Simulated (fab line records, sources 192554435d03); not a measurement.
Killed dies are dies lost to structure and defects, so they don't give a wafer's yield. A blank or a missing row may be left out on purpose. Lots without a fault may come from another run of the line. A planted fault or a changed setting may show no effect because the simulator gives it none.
Split-lot experiment | flow n5_finfet | 7 lots, 21 wafers read, on a route of 1938 steps

THE SPLIT
At N5_BEOL_M3_EXPOSE_08 (exposes mask M3), the setting dose_mj was moved away from the recipe's 33 on 8 of the 21 wafers read, by -6.2% to +5.0%. The other wafers ran this setting at the recipe's value.

FROM THE SPLIT TO THE READING: what the file shows between them, 17 steps
- N5_BEOL_M3_PEB_09: peb time 60 s
- N5_BEOL_M3_DEVELOP_10: develop time 30 s
- N5_BEOL_M3_CD_MEAS_11: target cd 17.05 nm
- N5_BEOL_M3_DESCUM_16: chemistry O2, time 7 s
- N5_BEOL_M3_ETCH_74: etches underlayer in N2/H2, target depth 6.5 nm, time 5.2 s
- N5_BEOL_M3_ETCH_63: etches SiARC in CF4, target depth 15.6 nm, time 26 s
- N5_BEOL_M3_ETCH_64: etches SOC in N2/H2, target depth 75 nm, overetch 15 nm, time 112.5 s
- N5_BEOL_M3_STRIP_65: strips in N2/H2
- N5_BEOL_M3_STRIP_75: strips in N2/H2
- N5_BEOL_M3_STRIP_66: strips in CF4
- N5_BEOL_M3_HM_OPEN_17: chemistry Cl2/BCl3, target TiN, target depth 20 nm, overetch 6 nm
- N5_BEOL_M3_STRIP_19: strips in O2
- N5_BEOL_M3_CD_MEAS_18: pitch 36 nm, target cd 18 nm
- N5_BEOL_M3_COAT_67: time 60 s, resist thk 60 nm
- N5_BEOL_M3_COAT_68: time 60 s, resist thk 12 nm
- N5_BEOL_M3_PRECLEAN_42: cleans in residue remover, time 60 s
- N5_BEOL_M3_SRD_43: time 30 s

THE READING
cd_nm, in nm, at N5_BEOL_M3_CD_MEAS_35 (target cd 18 nm, target cd y 21 nm). Fault-free wafers of this fab line usually give 18.08 nm, standard deviation 0.28 nm.

wafer  | tool, chamber at the split | dose_mj as run | against the recipe | cd_nm, nm | against lot-mates on the recipe
L079.1 | euv_scanner-02, 0          | 32.02          | -3.0%              | 17.53     | -0.44
L079.2 | euv_scanner-02, 0          | 33             | recipe             | 17.97     | -
L079.6 | euv_scanner-02, 0          | 32.02          | -3.0%              | 17.75     | -0.22
L080.2 | euv_scanner-02, 0          | 33             | recipe             | 18.05     | -
L080.3 | euv_scanner-02, 0          | 33             | recipe             | 18.32     | -
L080.5 | euv_scanner-02, 0          | 33             | recipe             | 18.36     | -
L082.2 | euv_scanner-02, 0          | 34.65          | +5.0%              | 19.13     | +1.00
L082.3 | euv_scanner-02, 0          | 33             | recipe             | 18.06     | -
L082.5 | euv_scanner-02, 0          | 33             | recipe             | 18.21     | -
L085.1 | euv_scanner-01, 0          | 33             | recipe             | 17.97     | -
L085.2 | euv_scanner-01, 0          | 30.96          | -6.2%              | 16.99     | -0.98
L085.5 | euv_scanner-01, 0          | 30.96          | -6.2%              | 17.00     | -0.97
L093.2 | euv_scanner-02, 0          | 33             | recipe             | 18.13     | -
L093.4 | euv_scanner-02, 0          | 33             | recipe             | 18.39     | -
L093.5 | euv_scanner-02, 0          | 31.93          | -3.2%              | 17.35     | -0.91
L094.1 | euv_scanner-02, 0          | 33             | recipe             | 18.05     | -
L094.3 | euv_scanner-02, 0          | 33             | recipe             | 18.07     | -
L094.5 | euv_scanner-02, 0          | 33             | recipe             | 18.36     | -
L097.2 | euv_scanner-01, 0          | 31.23          | -5.4%              | 17.21     | -0.73
L097.3 | euv_scanner-01, 0          | 33             | recipe             | 17.94     | -
L097.6 | euv_scanner-01, 0          | 31.23          | -5.4%              | 17.28     | -0.66

THE FIT
A straight line over all 21 wafers: cd_nm changes by +0.184 nm for each +1% of dose_mj; r = +0.96; the points scatter about the line by 0.15 nm.
The same after taking each lot's own level away (the mean of its wafers on the recipe; 21 wafers): +0.16 nm for each +1%; r = +0.95; scatter 0.16 nm.
On that fit, the largest move of dose_mj shifts the reading by 0.99 nm.
The lots' own levels span 17.940 to 18.260 nm, that is 1.1 times the standard deviation above.
So the lot-to-lot level changes the slope: the two fits differ.
Check: with one of the wafers moved furthest among these (-6.2%) left out of the fit, the line predicts -0.966 nm for it against its lot-mates. It came out at -0.98 nm against them.

OTHER SPLITS ON THESE WAFERS
These wafers also went through other splits before the reading. Each is held against what the fit with the lots' levels taken away leaves over:
other split on the same wafers | wafers away from the commonest value | r with cd_nm (lot level and that fit taken away)
N5_BEOL_M1_COAT_68 spin_rpm    | 8                                    | -0.06

THE WHOLE CHAIN: every reading that the file lists as answering this split, in the file's order
step                  | what it does                                                      | reading                                                               | change (the file's fit)               | r (the file's)
N5_BEOL_M3_CD_MEAS_11 | target cd 17.05 nm                                                | cd_nm                                                                 | +0.206 nm for each +1% of the setting | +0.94
N5_BEOL_M3_ETCH_74    | etches underlayer in N2/H2, target depth 6.5 nm, time 5.2 s       | BEOL_M3.cd_offset_nm (the simulator's own value, which no gauge read) | +0.2 nm for each +1% of the setting   | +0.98
N5_BEOL_M3_ETCH_63    | etches SiARC in CF4, target depth 15.6 nm, time 26 s              | BEOL_M3.cd_offset_nm (the simulator's own value, which no gauge read) | +0.188 nm for each +1% of the setting | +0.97
N5_BEOL_M3_HM_OPEN_17 | chemistry Cl2/BCl3, target TiN, target depth 20 nm, overetch 6 nm | BEOL_M3.cd_offset_nm (the simulator's own value, which no gauge read) | +0.207 nm for each +1% of the setting | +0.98
N5_BEOL_M3_CD_MEAS_18 | pitch 36 nm, target cd 18 nm                                      | cd_nm                                                                 | +0.228 nm for each +1% of the setting | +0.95
N5_BEOL_M3_CD_MEAS_35 | target cd 18 nm, target cd y 21 nm                                | cd_nm                                                                 | +0.168 nm for each +1% of the setting | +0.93

THE FILE'S OWN FIT
cd_nm changes by +0.168 nm for each +1% of dose_mj, r = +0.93.
